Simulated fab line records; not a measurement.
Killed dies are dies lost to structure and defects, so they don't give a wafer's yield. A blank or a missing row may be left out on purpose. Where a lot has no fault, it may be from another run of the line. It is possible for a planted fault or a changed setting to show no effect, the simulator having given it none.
Shared-tool check + flow n5-finfet + 9 lots, 27 wafers sampled

== REASON FOR OPENING ==
At N5_BEOL_M1_INSPECT_59 the reading raw-defect-count is flagged on 2 of 9 lots. Wafers without a fault read 66, standard deviation 23.
Rule: a lot is flagged when every wafer of it that has a number lies more than 4 standard deviations from that mean, or none has a number. All remaining lots are regarded as sound.

| lot  | measured     | on                | raw-defect-count, wafer by wafer | flag    |
|------|--------------|-------------------|----------------------------------|---------|
| L456 | day 7 03:13  | defect-inspect-02 | 40 45 45                         |         |
| L462 | day 8 14:40  | defect-inspect-01 | 1187 1165 1281                   | FLAGGED |
| L463 | day 8 20:34  | defect-inspect-02 | 1219 1178 1262                   | FLAGGED |
| L466 | day 9 21:28  | defect-inspect-01 | 158 69 60                        |         |
| L468 | day 10 07:31 | defect-inspect-02 | 68 76 79                         |         |
| L470 | day 10 13:29 | defect-inspect-02 | 109 55 113                       |         |
| L473 | day 11 11:10 | defect-inspect-02 | 34 37 37                         |         |
| L475 | day 11 17:03 | defect-inspect-02 | 89 92 45                         |         |
| L476 | day 12 02:59 | defect-inspect-02 | 60 90 71                         |         |
The numbers of the flagged lots are 1215 on average: +1149 against the usual, or +50 standard deviations.

== LOT BY LOT: THE TOOL USED ==
Before the reading, the record contains 4 process steps out of a 1938-step route. Each cell gives the tool, then ch followed by the chambers the sampled wafers passed through, then the start.
| lot  | flag    | N5_BEOL_M1_SPUTTER_90        | N5_BEOL_M1_SPUTTER_96        | N5_BEOL_M1_CMP_52             | N5_BEOL_M1_PRE_CLEAN_56         |
|------|---------|------------------------------|------------------------------|-------------------------------|---------------------------------|
| L456 |         | pvd-sputter-02, day 7 01:28  | pvd-sputter-02, day 7 02:08  | cmp-01 ch 0,2,3, day 7 02:40  | pecvd-02 ch 0,2, day 7 03:06    |
| L462 | FLAGGED | pvd-sputter-03, day 8 12:46  | pvd-sputter-03, day 8 13:26  | cmp-01 ch 2,3, day 8 14:04    | pecvd-01 ch 1,2, day 8 14:32    |
| L463 | FLAGGED | pvd-sputter-03, day 8 18:50  | pvd-sputter-03, day 8 19:29  | cmp-02 ch 0,1,2, day 8 20:04  | pecvd-01 ch 0,1, day 8 20:27    |
| L466 |         | pvd-sputter-02, day 9 19:29  | pvd-sputter-02, day 9 20:09  | cmp-01 ch 0,2,3, day 9 20:56  | pecvd-02 ch 0,2, day 9 21:20    |
| L468 |         | pvd-sputter-02, day 10 05:47 | pvd-sputter-02, day 10 06:26 | cmp-02 ch 0,1,2, day 10 06:58 | pecvd-04 ch 1,2, day 10 07:24   |
| L470 |         | pvd-sputter-02, day 10 11:31 | pvd-sputter-02, day 10 12:10 | cmp-01 ch 1,3, day 10 12:55   | pecvd-04 ch 0,1,2, day 10 13:20 |
| L473 |         | pvd-sputter-02, day 11 09:23 | pvd-sputter-02, day 11 10:02 | cmp-02 ch 2,3, day 11 10:35   | pecvd-04 ch 0,1,2, day 11 11:02 |
| L475 |         | pvd-sputter-01, day 11 14:57 | pvd-sputter-01, day 11 15:37 | cmp-03 ch 0,2, day 11 16:27   | pecvd-04 ch 0,1,2, day 11 16:56 |
| L476 |         | pvd-sputter-02, day 12 01:12 | pvd-sputter-02, day 12 01:52 | cmp-01 ch 2,3, day 12 02:23   | pecvd-04 ch 0,1,2, day 12 02:52 |
What these steps do:
- N5_BEOL_M1_SPUTTER_90: material Cu, target thk 4.5 nm, time 8.29 s.
- N5_BEOL_M1_SPUTTER_96: material Cu, target thk 4.5 nm, time 8.29 s.
- N5_BEOL_M1_CMP_52: polishes, stops on SiOC, t overpolish 6.8 s, target thk 40 nm.
- N5_BEOL_M1_PRE_CLEAN_56: time 15 s.
- N5_BEOL_M1_INSPECT_59: inspects for defects (darkfield).

== FLAGGED AGAINST TOTAL, ONE TOOL AT A TIME (gauges that did the reading follow at the end) ==
| step                    | tool              | lots run | flagged | share of the flagged lots | sound lots run after its first flagged lot |
|-------------------------|-------------------|----------|---------|---------------------------|--------------------------------------------|
| N5_BEOL_M1_SPUTTER_90   | pvd-sputter-01    | 1        | 0       | none                      | -                                          |
| N5_BEOL_M1_SPUTTER_90   | pvd-sputter-02    | 6        | 0       | none                      | -                                          |
| N5_BEOL_M1_SPUTTER_90   | pvd-sputter-03    | 2        | 2       | all                       | 0                                          |
| N5_BEOL_M1_SPUTTER_96   | pvd-sputter-01    | 1        | 0       | none                      | -                                          |
| N5_BEOL_M1_SPUTTER_96   | pvd-sputter-02    | 6        | 0       | none                      | -                                          |
| N5_BEOL_M1_SPUTTER_96   | pvd-sputter-03    | 2        | 2       | all                       | 0                                          |
| N5_BEOL_M1_CMP_52       | cmp-01            | 5        | 1       | some                      | 3 (L466,L470,L476)                         |
| N5_BEOL_M1_CMP_52       | cmp-02            | 3        | 1       | some                      | 2 (L468,L473)                              |
| N5_BEOL_M1_CMP_52       | cmp-03            | 1        | 0       | none                      | -                                          |
| N5_BEOL_M1_PRE_CLEAN_56 | pecvd-01          | 2        | 2       | all                       | 0                                          |
| N5_BEOL_M1_PRE_CLEAN_56 | pecvd-02          | 2        | 0       | none                      | -                                          |
| N5_BEOL_M1_PRE_CLEAN_56 | pecvd-04          | 5        | 0       | none                      | -                                          |
| N5_BEOL_M1_INSPECT_59   | defect-inspect-01 | 2        | 1       | some                      | 1 (L466)                                   |
| N5_BEOL_M1_INSPECT_59   | defect-inspect-02 | 7        | 1       | some                      | 5 (L468,L470,L473,L475,L476)               |

== THE TABLE: WHAT IT ALLOWS ==
All flagged lots were run by 3 table rows, namely pvd-sputter-03 at N5_BEOL_M1_SPUTTER_90, pvd-sputter-03 at N5_BEOL_M1_SPUTTER_96, pecvd-01 at N5_BEOL_M1_PRE_CLEAN_56.
- pvd-sputter-03 at N5_BEOL_M1_SPUTTER_90 ran 2 lots, 2 of them flagged. In this sample it ran no sound lot ahead of its first flagged lot, so there is no way to narrow down the start.
- pvd-sputter-03 at N5_BEOL_M1_SPUTTER_96 ran 2 lots, 2 of them flagged. In this sample it ran no sound lot ahead of its first flagged lot, so there is no way to narrow down the start.
- pecvd-01 at N5_BEOL_M1_PRE_CLEAN_56 ran 2 lots, 2 of them flagged. In this sample it ran no sound lot ahead of its first flagged lot, so there is no way to narrow down the start.
These 2 tools cannot be told apart by counting lots, since each of them fits a fault that started at some hour. More lots, or a look at what each step does to the wafer, might.

== WHAT HAD BEEN PUT IN BY THE SIMULATOR ==
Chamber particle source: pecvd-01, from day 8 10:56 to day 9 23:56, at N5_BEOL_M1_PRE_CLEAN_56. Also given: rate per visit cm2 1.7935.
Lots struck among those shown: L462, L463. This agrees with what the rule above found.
